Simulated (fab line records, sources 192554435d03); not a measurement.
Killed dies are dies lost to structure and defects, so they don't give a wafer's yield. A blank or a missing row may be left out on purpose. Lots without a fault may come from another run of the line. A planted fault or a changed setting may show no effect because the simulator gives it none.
fab line records | flow n5_finfet
record lots=6 wafers=16 last_day=16
route steps=1938 shown BEOL_M10@1512 PASSIVATION@1936
lots that met no fault: from a run of the same line without faults
start_h: hours from the record's first day to the start of the lot's first wafer shown | wait_h: hours since the lot's step before | " the same as in the row above | L1.1+2: a row that stands for several wafers | - no value, or no start given | * or withheld: withheld | < > ~ a bound
route shown NAME@n: a module of which the file shows steps, and the number in the route of the first | usual: mean/standard deviation of fault-free wafers | same: alike in all rows | chamber/n: place in a boat | sites: the reading at each site | _std_site: their standard deviation | _edge_site: outer sites' mean less inner sites' | radius_mm: how far each site lies from the wafer's centre | mask NAME#n: copy n | behind: the tool/chamber that last shaped the wafer | hold: why the lot was held/for how many hours/how that ended | device: the transistor (n, p or np) that didn't switch | end of line: the same wafers' tests at the end of the route | a step without rows: its recipe alone | killed: dies lost to structure and defects at the first sort, not the wafer's yield | map: a wafer's dies, x killed, . not, _ none there
set.NAME: the setting as run; set.NAME@STEP: as run at that earlier step | model.NAME: the simulator's own value behind a step, which no gauge read
lots at some steps of the route; a table a step, a row a wafer
services: from which hour (start_h, from the record's first day; less than 0 if before it) a tool's chamber was out of use, for how many hours, and why
## steps
# step N5_BEOL_M10_TRENCH_ETCH_37
# recipe chemistry=C4F6/O2 target_depth_a=1488.3 target=SiCOH_lowk time_s=48 ion_energy_ev=250 pressure_mtorr=30 source_w=345 bias_w=185 Ar_flow_sccm=300 C4F6_flow_sccm=10 O2_flow_sccm=10
# usual drypump_motor_current_A=5.6/0.36 oes_ar_750_au=0.78/0.075 oes_product_au=0.77/0.082 rf_vpp_V=667/14 showerhead_plenum_p_Torr=2.83/0.082 throttle_valve_pct=20.91/0.15
# columns lot.wafer tool chamber start_h wait_h drypump_motor_current_A oes_ar_750_au oes_product_au rf_hours_counter_h rf_vpp_V showerhead_plenum_p_Torr throttle_valve_pct
L318.1 rie_diel-06 2 - - 5.6 0.90 0.90 24 656 3.00 20.61
L318.3 " 0 " " 5.0 0.98 0.98 0 684 2.92 20.77
L318.5 " 1 " " 5.4 0.75 0.75 - 662 2.83 20.66
L317.3 rie_diel-03 2 - - 6.2 0.74 0.71 197 664 2.72 20.99
L317.4 " 0 " " 6.1 0.79 0.78 126 663 2.76 21.04
L317.6 " 0 " " 6.1 0.79 0.79 - 662 2.76 21.03
L328.1 rie_diel-06 0 - - 5.0 0.90 0.91 23 683 2.91 20.80
L328.3 " 1 " " 5.4 0.73 0.73 185 662 2.82 20.69
L330.1 rie_diel-06 2 - - 5.6 0.86 0.85 49 656 2.99 20.64
L330.3 " 0 " " 5.1 0.90 0.90 24 683 2.90 20.82
L333.1 rie_diel-06 1 - - 5.4 0.73 0.72 193 661 2.81 20.67
L333.2 " 2 " " 5.6 0.85 0.84 55 654 2.99 20.64
L333.6 " 2 " " 5.7 0.85 0.84 - 656 2.99 20.64
L334.3 rie_diel-05 2 - - 5.7 0.71 0.71 242 686 2.94 20.76
L334.4 " 3 " " 5.2 0.83 0.83 69 674 2.77 21.10
L334.5 " 1 " " 5.2 0.69 0.69 - 664 2.81 21.04
# step N5_BEOL_M10_ETCH_41
# recipe chemistry=CH3F/O2 target=SiCN target_depth_a=426 taper_deg=2 time_s=86 ion_energy_ev=120 mask_material=TiN pressure_mtorr=30 source_w=395 bias_w=75 Ar_flow_sccm=150 CH3F_flow_sccm=30 O2_flow_sccm=20
# usual drypump_motor_current_A=5.5/0.36 oes_product_au=0.77/0.083 rf_vpp_V=297.1/1.6 showerhead_plenum_p_Torr=1.99/0.061 throttle_valve_pct=16.31/0.15
# columns lot.wafer tool chamber start_h wait_h drypump_motor_current_A oes_product_au rf_hours_counter_h rf_vpp_V showerhead_plenum_p_Torr throttle_valve_pct
L318.1 rie_diel-06 2 - - 5.6 0.89 24 301.5 2.12 16.01
L318.3 " 0 " " 5.0 0.98 0 298.1 2.05 16.12
L318.5 " 1 " " 5.4 0.74 - 296.8 1.98 16.09
L317.3 rie_diel-03 2 - - 6.2 0.72 197 295.4 1.90 16.43
L317.4 " 0 " " 6.1 0.79 126 294.9 1.93 16.41
L317.6 " 0 " " 6.1 0.78 - 296.6 1.93 16.42
L328.1 rie_diel-06 0 - - 5.0 0.91 23 298.0 2.04 16.16
L328.3 " 1 " " 5.4 0.73 185 297.1 1.98 16.12
L330.1 rie_diel-06 2 - - 5.7 0.85 49 301.1 2.11 16.06
L330.3 " 0 " " 5.0 0.91 24 299.3 2.04 16.16
L333.1 rie_diel-06 1 - - 5.4 0.73 193 297.2 1.97 16.15
L333.2 " 2 " " 5.6 0.84 55 298.8 2.11 16.06
L333.6 " 2 " " 5.6 0.83 - 299.3 2.11 16.06
L334.3 rie_diel-05 2 - - 5.6 0.70 242 297.9 2.07 16.19
L334.4 " 3 " " 5.2 0.83 69 297.1 1.94 16.42
L334.5 " 1 " " 5.2 0.68 - 296.5 1.97 16.49
# step N5_BEOL_M10_STRIP_77
# recipe chemistry=N2/H2 time_s=10 power_w=450 temp_c=40 pressure_mtorr=20 rf_frequency_hz=6e+07 bias_power_w=7 n2_flow_sccm=200 h2_flow_sccm=200
# step N5_BEOL_M10_OCD_MEAS_38
# usual trench_depth_nm=148.9/2.4
# columns lot.wafer tool chamber start_h wait_h trench_depth_nm
L318.1 ocd-02 - 243.66 - 147.9
L318.3 " - " " 145.5
L318.5 " - " " 150.2
L317.3 ocd-02 - 249.08 - 148.0
L317.4 " - " " 150.3
L317.6 " - " " 150.5
L328.1 ocd-01 - 310.80 - 148.4
L328.3 " - " " 147.5
L330.1 ocd-02 - 316.00 - 145.3
L330.3 " - " " 146.3
L333.1 ocd-01 - 334.24 - 147.0
L333.2 " - " " 144.7
L333.6 " - " " 145.1
L334.3 ocd-01 - 336.52 - 149.3
L334.4 " - " " 152.8
L334.5 " - " " 146.4
# step N5_BEOL_M10_HM_STRIP_39
# recipe chemistry=peroxide_tin_strip material=TiN target_depth_a=250 temp_c=50 time_s=158
# step N5_BEOL_M10_SRD_40
# recipe time_s=30 temp_c=23 rinse_liquid=diw dry=ipa_marangoni
# step N5_BEOL_M10_PRECLEAN_42
# recipe chemistry=residue_remover time_s=60 temp_c=40
# step N5_BEOL_M10_SRD_43
# recipe time_s=30 temp_c=23 rinse_liquid=diw dry=ipa_marangoni
# step N5_BEOL_M10_CD_MEAS_35
# recipe target_cd_nm=70 polarity=opening
# usual cd_nm=70.1/0.6
# columns lot.wafer tool chamber start_h wait_h cd_nm
L318.1 cd_sem-02 - 243.82 0.0 69.8
L318.3 " - " " 69.4
L318.5 " - " " 68.9
L317.3 cd_sem-02 - 249.23 0.0 70.3
L317.4 " - " " 70.1
L317.6 " - " " 69.6
L328.1 cd_sem-03 - 310.95 0.0 69.8
L328.3 " - " " 70.7
L330.1 cd_sem-03 - 316.15 0.0 69.2
L330.3 " - " " 69.4
L333.1 cd_sem-01 - 334.39 0.0 69.4
L333.2 " - " " 71.3
L333.6 " - " " 70.3
L334.3 cd_sem-02 - 336.67 0.0 70.9
L334.4 " - " " 70.2
L334.5 " - " " 70.8
# step N5_BEOL_M10_CURE_72
# recipe temp_c=370 time_s=120 ambient=DMADMS/He material=SiCOH_lowk
# usual lamp_power_pct=52.31/0.053 wafer_temp_C_max=372.1/0.75
# columns lot.wafer tool chamber start_h wait_h lamp_power_pct wafer_temp_C_max
L318.1 uv_cure-01 1 243.89 0.1 52.33 372.5
L318.3 " 1 " " 52.34 372.3
L318.5 " 1 " " 52.42 372.9
L317.3 uv_cure-03 0 249.60 0.4 52.35 371.1
L317.4 " 0 " " 52.27 371.2
L317.6 " 0 " " 52.39 370.9
L328.1 uv_cure-01 0 310.99 0.0 52.33 371.1
L328.3 " 0 " " 52.24 371.2
L330.1 uv_cure-03 1 316.19 0.0 52.36 372.0
L330.3 " 1 " " 52.28 372.1
L333.1 uv_cure-01 1 334.43 0.0 52.30 372.1
L333.2 " 1 " " 52.26 373.2
L333.6 " 1 " " 52.37 373.0
L334.3 uv_cure-03 2 336.81 0.1 52.29 371.5
L334.4 " 2 " " 52.32 371.7
L334.5 " 2 " " 52.33 371.5
# step N5_BEOL_M10_DEGAS_44
# recipe ambient=vacuum temp_c=250 time_s=60
# usual heater_power_w=361/51 susceptor_temp_C=249.99/0.17
# columns lot.wafer tool chamber start_h wait_h heater_power_w susceptor_temp_C
L318.1 pvd_sputter-01 - 246.27 2.3 422 249.84
L318.3 " - " " 404 250.05
L318.5 " - " " 340 249.97
L317.3 pvd_sputter-03 - 250.54 0.9 276 249.82
L317.4 " - " " 377 250.03
L317.6 " - " " 386 250.07
L328.1 pvd_sputter-01 - 312.97 1.9 417 249.97
L328.3 " - " " 338 250.08
L330.1 pvd_sputter-02 - 316.81 0.6 370 249.91
L330.3 " - " " 457 249.70
L333.1 pvd_sputter-03 - 335.10 0.6 313 250.05
L333.2 " - " " 385 250.16
L333.6 " - " " 376 250.04
L334.3 pvd_sputter-02 - 337.03 0.2 371 250.09
L334.4 " - " " 366 250.41
L334.5 " - " " 453 250.26
# step N5_BEOL_M10_PRE_CLEAN_45
# recipe gas=H2/He time_s=30 temp_c=250
# step N5_BEOL_M10_ALD_74
# recipe material=TaN target_thk_a=20 temp_c=275 ald_precursor_family=PDMAT ald_co_reactant=NH3 pressure_torr=3 carrier_flow_sccm=1500 pulse_time_s=2 purge_time_s=3 co_reactant_purge_time_s=2 co_reactant_pulse_time_s=3 ald_cycles=40 precursor_vessel_temp_c=75 precursor_vessel_pressure_torr=26.25 precursor_vessel_carrier_sccm=1000
# usual ald_cycles=40/0 heater_power_w=410/38 susceptor_temp_C=274.99/0.17
# same co_reactant_pulse_time_s=3
# columns lot.wafer tool chamber start_h wait_h ald_cycles heater_power_w susceptor_temp_C model.TaN_of_BEOL_M10_ALD_74.thk_nm
L318.1 ald_metal-03 2 246.37 0.0 40 459 274.77 2
L318.3 " 0 " " 40 455 275.08 2
L318.5 " 0 " " 40 442 274.91 2
L317.3 ald_metal-02 3 250.64 0.0 40 350 275.11 2
L317.4 " 2 " " 40 396 275.01 2
L317.6 " 2 " " 40 387 274.79 2
L328.1 ald_metal-02 3 313.07 0.0 47 352 274.82 2.4
L328.3 " 1 " " 40 417 274.68 2
L330.1 ald_metal-02 1 316.93 0.1 47 416 274.83 2.4
L330.3 " 3 " " 40 356 274.97 2
L333.1 ald_metal-01 3 335.43 0.3 40 357 275.13 2
L333.2 " 0 " " 40 446 274.76 2
L333.6 " 2 " " 40 361 274.91 2
L334.3 ald_metal-01 0 337.13 0.0 40 456 274.97 2
L334.4 " 1 " " 40 429 275.06 2
L334.5 " 2 " " 40 355 275.17 2
# step N5_BEOL_M10_SURFACE_TREAT_76
# recipe gas=Ar time_s=* ion_energy_ev=* ion_current_ma_cm2=0.5 pressure_mtorr=* ar_flow_sccm=30
# usual ar_flow_sccm=29.98/0.096 throttle_valve_pct=*
# columns lot.wafer tool chamber start_h wait_h ar_flow_sccm throttle_valve_pct
L318.1 pvd_sputter-03 - 246.70 0.2 29.97 *
L318.3 " - " " 30.11 *
L318.5 " - " " 30.02 *
L317.3 pvd_sputter-03 - 250.96 0.2 30.04 *
L317.4 " - " " 29.85 *
L317.6 " - " " 29.86 *
L328.1 pvd_sputter-02 - 313.59 0.4 30.08 *
L328.3 " - " " 29.87 *
L330.1 pvd_sputter-02 - 317.21 0.2 30.04 *
L330.3 " - " " 29.95 *
L333.1 pvd_sputter-02 - 336.10 0.5 29.82 *
L333.2 " - " " 30.05 *
L333.6 " - " " 30.05 *
L334.3 pvd_sputter-02 - 337.45 0.2 30.01 *
L334.4 " - " " 29.91 *
L334.5 " - " " 29.87 *
# step N5_PASSIVATION_PROBE_49
# usual defect_limited_yield=91.3/1.5 killed_at_M0_to_M3=34/11 killed_at_M4_up=14/6.1 killed_at_contacts=12/5.9 killed_at_front_end=39/11 killed_at_other=4/3.3 killed_dies=102/18 killed_open=67/13 killed_short=33/7.9 sort_bin_5_function=5.1/1 sort_bin_6_memory=3.3/0.7 sort_bin_8_speed=0.1/0.69 sort_n_pass=1077/19 sort_yield_pct=91.3/1.6
# same gross_dies=1180 killed_at_back_side=0 sort_bin_4_leakage[%]=0
# columns lot.wafer tool chamber start_h wait_h defect_limited_yield[%] killed_at_M0_to_M3 killed_at_M4_up killed_at_contacts killed_at_front_end killed_at_other killed_dies killed_open killed_short sort_bin_5_function[%] sort_bin_6_memory[%] sort_bin_8_speed[%] sort_n_pass sort_yield_pct[%]
L333.1 prober-02 - 385.92 0.0 93.5 24 15 20 18 0 77 56 21 4.2 2.0 0 1103 93.5
L333.2 prober-02 - 385.97 0.1 92.7 25 17 21 22 1 86 62 22 4.2 2.8 0 1094 92.7
L333.6 prober-02 - 386.17 0.3 91.4 25 11 26 39 0 101 59 41 4.9 3.3 0 1079 91.4
# killed by level:class
L333.1 MOL_CONTACT_COAG:geometric_particle:open=17 BEOL_M0_SAQP:geometric_particle:open=7 BEOL_M4:geometric_particle:open=7 BEOL_M0_SAQP:geometric_particle:short=5 DUMMY_GATE:geometric_particle:open=4 GATE_CUT:geometric_particle:short=4 BEOL_M3:geometric_particle:open=4 STARTING-WAFER:geometric_particle:short=4
L333.2 MOL_CONTACT_COAG:geometric_particle:open=18 FIN_SAQP:geometric_particle:open=7 BEOL_M3:geometric_particle:open=7 BEOL_M4:geometric_particle:open=7 FIN_SAQP:geometric_particle:short=5 BEOL_M0_SAQP:geometric_particle:open=5 BEOL_M0_SAQP:geometric_particle:short=5 BEOL_M1:geometric_particle:open=3
L333.6 MOL_CONTACT_COAG:geometric_particle:open=18 FIN_SAQP:geometric_particle:short=7 MOL_CONTACT_COAG:geometric_particle:short=7 BEOL_M0_SAQP:geometric_particle:short=7 BEOL_M0_SAQP:geometric_particle:open=7 DUMMY_GATE:geometric_particle:open=4 GATE_CUT:geometric_particle:open=4 BEOL_M3:geometric_particle:open=4
## services
# columns tool chamber start_h hours kind
rie_diel-06 0 219.61 - clean
rie_diel-06 0 219.61 - consumable_replace:focus_ring
rie_diel-06 0 219.61 23.5 scheduled_down
rie_diel-06 0 219.61 23.5 vent_cycle
rie_diel-03 0 223.19 7.0 repair
uv_cure-03 - 233.15 0.6 repair
uv_cure-01 - 236.00 1.0 pm
uv_cure-01 - 249.12 2.1 pm
rie_diel-06 3 249.82 7.8 repair
uv_cure-03 - 267.64 2.1 pm
rie_diel-06 1 268.25 3.5 repair
ald_metal-02 3 271.11 12.5 repair
ald_metal-03 3 274.16 3.4 repair
rie_diel-05 1 280.42 2.5 repair
pvd_sputter-01 - 290.79 0.8 repair
pvd_sputter-01 - 294.87 7.9 repair
ald_metal-01 - 294.99 2.7 repair
ald_metal-02 2 307.98 22.7 repair
rie_diel-06 3 326.48 - clean
rie_diel-06 3 326.48 - consumable_replace:focus_ring
rie_diel-06 3 326.48 - consumable_replace:showerhead
pvd_sputter-02 - 330.33 4.9 repair
ald_metal-02 2 336.89 12.0 repair
ald_metal-03 - 337.46 14.0 pm
## key
first_sign step=N5_BEOL_M10_ALD_74 reading=ald_cycles direction=up sigmas=99+ usual=* struck=*
effect none on later readings
model_effect step=N5_BEOL_M10_ALD_74 value=TaN_of_BEOL_M10_ALD_74.thk_nm without=2 struck=2.4
met_at N5_BEOL_M10_ALD_74
struck_wafers L328.1,L330.1
onset_between 250.64 313.07
fault kind=process_parameter_drift tool=ald_metal-02 chamber=- onset_h=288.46 steps=N5_BEOL_M10_ALD_74 channel=ald_cycles offset=* shape=step end_h=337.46 scope=struck_wafers_only acts_in=* stated=*
